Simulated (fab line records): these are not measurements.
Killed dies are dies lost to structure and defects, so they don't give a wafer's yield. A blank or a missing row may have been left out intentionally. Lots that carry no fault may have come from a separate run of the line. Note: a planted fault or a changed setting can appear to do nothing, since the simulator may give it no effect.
The tool behind it: which one? ; flow n5-finfet ; 72 wafers from 24 lots sampled at 6 of the route's 1938 steps

## WHAT THE GAUGES READ, wafer by wafer
N5_BEOL_M6_OVL_MEAS_12.
lot;measured;on;M6_OVL (nm)
L075;day 8 19:29;overlay-02;1.5 0.6 0.9
L074;day 8 21:04;overlay-02;-0.8 -0.1 -0.4
L076;day 8 21:18;overlay-01;-0.3 0.0 0.1
L077;day 9 10:16;overlay-02;-0.3 -0.2 0.7
L078;day 9 14:20;overlay-02;-0.9 0.4 -0.4
L079;day 9 16:19;overlay-01;-0.4 -0.8 -0.4
L080;day 9 21:05;overlay-01;0.9 -0.7 0.1
L081;day 10 10:55;overlay-02;0.0 0.7 -0.2
L082;day 10 14:53;overlay-02;1.0 0.4 1.0
L083;day 10 21:23;overlay-01;0.5 -0.2 0.8
L084;day 11 06:13;overlay-01;1.2 1.1 -0.1
L085;day 11 10:40;overlay-01;-1.5 -1.4 -0.7
L086;day 11 15:15;overlay-02;0.0 0.3 -0.2
L088;day 11 21:23;overlay-01;-0.9 -0.2 -1.2
L089;day 12 01:03;overlay-01;0.9 2.1 0.9
L087;day 12 04:12;overlay-02;0.3 -0.3 0.3
L090;day 12 05:33;overlay-01;-0.9 0.2 -0.5
L091;day 12 12:36;overlay-01;-0.6 -0.8 -0.3
L093;day 13 22:38;overlay-01;-0.3 -0.6 0.0
L092;day 13 22:48;overlay-01;0.6 0.7 0.8
L097;day 14 01:45;overlay-02;-0.3 0.6 -1.3
L094;day 14 02:27;overlay-02;-1.3 0.0 -1.6
L095;day 14 07:07;overlay-02;1.4 0.4 1.0
L096;day 14 23:37;overlay-01;-0.5 1.5 0.8

N5_BEOL_M7_THK_MEAS_01.
lot;measured;on;M7_ILD_THK (nm)
L075;day 9 01:26;film-metro-02;153.1 155.4 156.5
L074;day 9 02:55;film-metro-02;155.3 157.7 155.2
L076;day 9 04:38;film-metro-01;155.3 156.1 158.2
L077;day 9 14:54;film-metro-01;154.5 153.8 156.4
L078;day 9 20:01;film-metro-02;156.7 157.0 161.1
L079;day 9 22:06;film-metro-01;152.6 157.1 158.1
L080;day 10 02:00;film-metro-01;156.7 153.6 161.6
L081;day 10 20:30;film-metro-02;152.9 153.8 158.5
L082;day 10 20:32;film-metro-01;156.8 154.7 159.1
L083;day 11 01:52;film-metro-01;155.0 156.7 156.2
L084;day 11 11:34;film-metro-01;156.6 156.4 158.4
L085;day 11 15:08;film-metro-01;156.8 158.6 160.9
L086;day 11 20:07;film-metro-02;154.2 156.8 158.1
L088;day 12 03:44;film-metro-01;152.9 156.0 157.2
L089;day 12 06:43;film-metro-02;154.9 156.2 156.6
L087;day 12 14:31;film-metro-02;155.3 157.8 158.5
L090;day 12 14:18;film-metro-02;155.7 155.6 158.8
L091;day 12 18:07;film-metro-02;153.3 159.0 155.6
L093;day 14 04:11;film-metro-02;155.0 156.1 157.1
L092;day 14 05:14;film-metro-02;157.3 157.9 160.8
L097;day 14 08:06;film-metro-02;151.8 152.3 154.4
L094;day 14 09:22;film-metro-02;151.1 153.7 156.5
L095;day 14 14:27;film-metro-02;153.8 155.2 156.4
L096;day 15 07:28;film-metro-02;152.0 154.0 158.9

N5_BEOL_M7_OVL_MEAS_12.
lot;measured;on;M7_OVL (nm)
L075;day 9 03:46;overlay-02;-0.1 -0.9 -0.6
L074;day 9 04:31;overlay-01;0.2 0.4 -0.2
L076;day 9 06:44;overlay-01;0.1 -0.9 -0.5
L077;day 9 16:42;overlay-02;-0.8 0.2 0.7
L078;day 9 20:50;overlay-01;0.3 1.7 1.9
L079;day 9 23:59;overlay-02;0.9 1.6 1.2
L080;day 10 02:51;overlay-02;-0.6 -1.0 0.3
L081;day 10 21:39;overlay-01;1.0 0.6 0.4
L082;day 10 21:49;overlay-02;-1.1 -2.1 -0.6
L083;day 11 03:05;overlay-02;0.6 0.6 -0.1
L084;day 11 13:08;overlay-01;-0.3 0.5 1.4
L085;day 11 16:07;overlay-02;-0.4 -0.3 -1.1
L086;day 11 21:29;overlay-01;-0.4 1.1 -0.3
L088;day 12 04:37;overlay-02;-1.4 0.2 -0.9
L089;day 12 09:16;overlay-02;0.7 1.3 0.8
L087;day 12 16:11;overlay-01;-0.4 0.3 0.0
L090;day 12 16:01;overlay-01;-0.2 0.1 0.3
L091;day 12 18:46;overlay-01;0.2 -0.4 -0.1
L093;day 14 06:44;overlay-02;0.2 0.1 -0.3
L092;day 14 07:05;overlay-01;-0.4 -0.4 0.6
L097;day 14 10:53;overlay-01;0.4 -0.3 0.9
L094;day 14 11:29;overlay-02;-0.5 0.1 -0.6
L095;day 14 15:10;overlay-02;-0.8 -0.6 0.9
L096;day 15 09:47;overlay-02;-0.2 -0.4 1.3

N5_BEOL_M7_INSPECT_13: inspects for defects (brightfield).
lot;measured;on;raw-defect-count
L075;day 9 03:47;defect-inspect-01;558 569 669
L074;day 9 04:32;defect-inspect-02;401 343 434
L076;day 9 06:46;defect-inspect-02;465 514 429
L077;day 9 16:44;defect-inspect-01;340 261 290
L078;day 9 20:52;defect-inspect-01;376 509 428
L079;day 10 00:00;defect-inspect-01;472 505 580
L080;day 10 02:53;defect-inspect-01;344 461 350
L081;day 10 21:41;defect-inspect-01;403 443 349
L082;day 10 21:50;defect-inspect-01;389 345 425
L083;day 11 03:07;defect-inspect-02;432 331 432
L084;day 11 13:10;defect-inspect-02;452 560 411
L085;day 11 16:08;defect-inspect-02;305 234 345
L086;day 11 21:31;defect-inspect-01;329 558 294
L088;day 12 04:38;defect-inspect-02;324 586 341
L089;day 12 09:17;defect-inspect-02;351 402 370
L087;day 12 16:13;defect-inspect-01;364 369 406
L090;day 12 16:03;defect-inspect-02;468 418 564
L091;day 12 18:48;defect-inspect-02;307 392 279
L093;day 14 06:46;defect-inspect-01;393 434 469
L092;day 14 07:07;defect-inspect-01;372 371 381
L097;day 14 10:54;defect-inspect-01;528 434 525
L094;day 14 11:31;defect-inspect-01;347 359 395
L095;day 14 15:12;defect-inspect-02;411 361 422
L096;day 15 09:48;defect-inspect-01;411 406 415

## EACH LOT AND THE TOOL THAT RAN IT (in order: tool; ch and the chambers of the sampled wafers; start)
lot;N5_BEOL_M6_STRIP_80;N5_BEOL_M6_SPUTTER_48
L075;rie-diel-05 ch 1,2,3, day 8 23:43 or earlier;pvd-sputter-01, day 8 23:43
L074;rie-diel-05 ch 0,1,2, day 9 01:03 or earlier;pvd-sputter-03, day 9 01:03
L076;rie-diel-05 ch 0,2,3, day 9 03:03 or earlier;pvd-sputter-03, day 9 03:03
L077;rie-diel-03 ch 1,2, day 9 13:19 or earlier;pvd-sputter-01, day 9 13:19
L078;rie-diel-03 ch 0,2,3, day 9 17:26 or earlier;pvd-sputter-02, day 9 17:26
L079;rie-diel-03 ch 0,1,3, day 9 20:32 or earlier;pvd-sputter-01, day 9 20:32
L080;rie-diel-03 ch 0,1,2, day 10 00:13 or earlier;pvd-sputter-03, day 10 00:13
L081;rie-diel-05 ch 0,2, day 10 18:22 or earlier;pvd-sputter-03, day 10 18:22
L082;rie-diel-01 ch 0,3, day 10 18:43 or earlier;pvd-sputter-01, day 10 18:43
L083;rie-diel-01 ch 0,1,2, day 11 00:18 or earlier;pvd-sputter-01, day 11 00:18
L084;rie-diel-05 ch 0,1,3, day 11 10:00 or earlier;pvd-sputter-01, day 11 10:00
L085;rie-diel-03 ch 2,3, day 11 13:33 or earlier;pvd-sputter-01, day 11 13:33
L086;rie-diel-03 ch 0,3, day 11 18:32 or earlier;pvd-sputter-01, day 11 18:32
L088;rie-diel-03 ch 1,3, day 12 02:10 or earlier;pvd-sputter-03, day 12 02:10
L089;rie-diel-05 ch 0,1,2, day 12 04:38 or earlier;pvd-sputter-03, day 12 04:38
L087;rie-diel-01 ch 0,1,2, day 12 11:44 or earlier;pvd-sputter-03, day 12 11:44
L090;rie-diel-03 ch 0,3, day 12 12:01 or earlier;pvd-sputter-01, day 12 12:01
L091;rie-diel-05 ch 0,1,3, day 12 16:31 or earlier;pvd-sputter-01, day 12 16:31
L093;rie-diel-01 ch 1,2,3, day 14 02:35 or earlier;pvd-sputter-02, day 14 02:35
L092;rie-diel-03 ch 0,1, day 14 03:32 or earlier;pvd-sputter-02, day 14 03:32
L097;rie-diel-01 ch 1,2, day 14 06:32 or earlier;pvd-sputter-03, day 14 06:32
L094;rie-diel-03 ch 0,2, day 14 07:26 or earlier;pvd-sputter-03, day 14 07:26
L095;rie-diel-05 ch 1,2,3, day 14 11:58 or earlier;pvd-sputter-02, day 14 11:58
L096;rie-diel-03 ch 0,1, day 15 05:43 or earlier;pvd-sputter-02, day 15 05:43
- N5_BEOL_M6_STRIP_80: strips in N2/H2, time 10 s.
- N5_BEOL_M6_SPUTTER_48: material Cu, target thk 10 nm, time 1.667 s.

## WHAT THE TOOLS THEMSELVES READ (means of the sampled wafers that have a number; where no wafer has one, the mark that the record gives instead)
N5_BEOL_M6_STRIP_80.
lot;tool;drypump-motor-current-A (A);oes-product-au (a.u.);rf-vpp-V (V);showerhead-plenum-p-Torr (Torr);throttle-valve-pct (%)
L075;rie-diel-05;5.6;0.70;58.7;2.55;23.86
L074;rie-diel-05;5.8;0.72;60.5;2.58;23.57
L076;rie-diel-05;6.0;0.68;58.0;2.58;23.93
L077;rie-diel-03;5.3;0.79;59.7;2.59;23.52
L078;rie-diel-03;5.5;0.75;59.7;2.65;23.67
L079;rie-diel-03;5.5;0.81;59.2;2.63;23.59
L080;rie-diel-03;5.5;0.81;59.2;2.63;23.53
L081;rie-diel-05;6.1;0.85;59.5;2.60;23.58
L082;rie-diel-01;6.3;0.72;59.8;2.61;23.45
L083;rie-diel-01;5.7;0.79;59.0;2.62;23.64
L084;rie-diel-05;5.7;0.80;59.2;2.54;23.65
L085;rie-diel-03;5.3;0.67;59.7;2.63;23.84
L086;rie-diel-03;5.5;0.74;60.1;2.65;23.77
L088;rie-diel-03;5.3;0.77;58.6;2.58;23.63
L089;rie-diel-05;5.8;0.77;59.7;2.57;23.51
L087;rie-diel-01;5.7;0.78;59.4;2.61;23.65
L090;rie-diel-03;5.6;0.80;59.6;2.66;23.64
L091;rie-diel-05;5.7;0.78;59.8;2.54;23.66
L093;rie-diel-01;5.7;0.77;59.0;2.61;23.59
L092;rie-diel-03;5.7;0.82;60.1;2.63;23.51
L097;rie-diel-01;5.5;0.77;59.5;2.63;23.76
L094;rie-diel-03;5.5;0.88;59.4;2.63;23.31
L095;rie-diel-05;5.6;0.82;59.9;2.53;23.69
L096;rie-diel-03;5.6;0.81;58.7;2.63;23.54

N5_BEOL_M6_SPUTTER_48.
lot;tool;throttle-valve-pct (%)
L075;pvd-sputter-01;28.9
L074;pvd-sputter-03;30.6
L076;pvd-sputter-03;30.1
L077;pvd-sputter-01;29.8
L078;pvd-sputter-02;30.4
L079;pvd-sputter-01;29.8
L080;pvd-sputter-03;29.9
L081;pvd-sputter-03;29.8
L082;pvd-sputter-01;29.0
L083;pvd-sputter-01;29.6
L084;pvd-sputter-01;29.2
L085;pvd-sputter-01;29.7
L086;pvd-sputter-01;30.4
L088;pvd-sputter-03;30.8
L089;pvd-sputter-03;30.6
L087;pvd-sputter-03;30.6
L090;pvd-sputter-01;29.9
L091;pvd-sputter-01;29.3
L093;pvd-sputter-02;31.0
L092;pvd-sputter-02;30.9
L097;pvd-sputter-03;30.7
L094;pvd-sputter-03;30.7
L095;pvd-sputter-02;30.9
L096;pvd-sputter-02;31.3

## THE ANSWER, worked out from the rows above alone
Rule: usual is defined by the lots themselves. Put in order of their means at a reading, lots are off if they are a third of the lots or fewer, leave a main group of 4 or more, and stand apart from it by a gap of 3 or more times the standard deviation of the main group's means; of several such gaps the widest counts. Not used: any main group whose means are identical at the precision the tables above print for the reading. Also off: a lot with no number at a reading for which 4 or more lots have one. All remaining lots with rows at the step are treated as sound. The gauges are gone through in route order, then the tools' own readings, and for those a lot's mean is taken as printed above. The first step at which some lot is off is used, and at that step the reading that is off furthest; a lot without a number counts as furthest.
Nothing can be told from this: no lot is off at any reading shown.

## WHAT THE SIMULATOR HAD INSERTED
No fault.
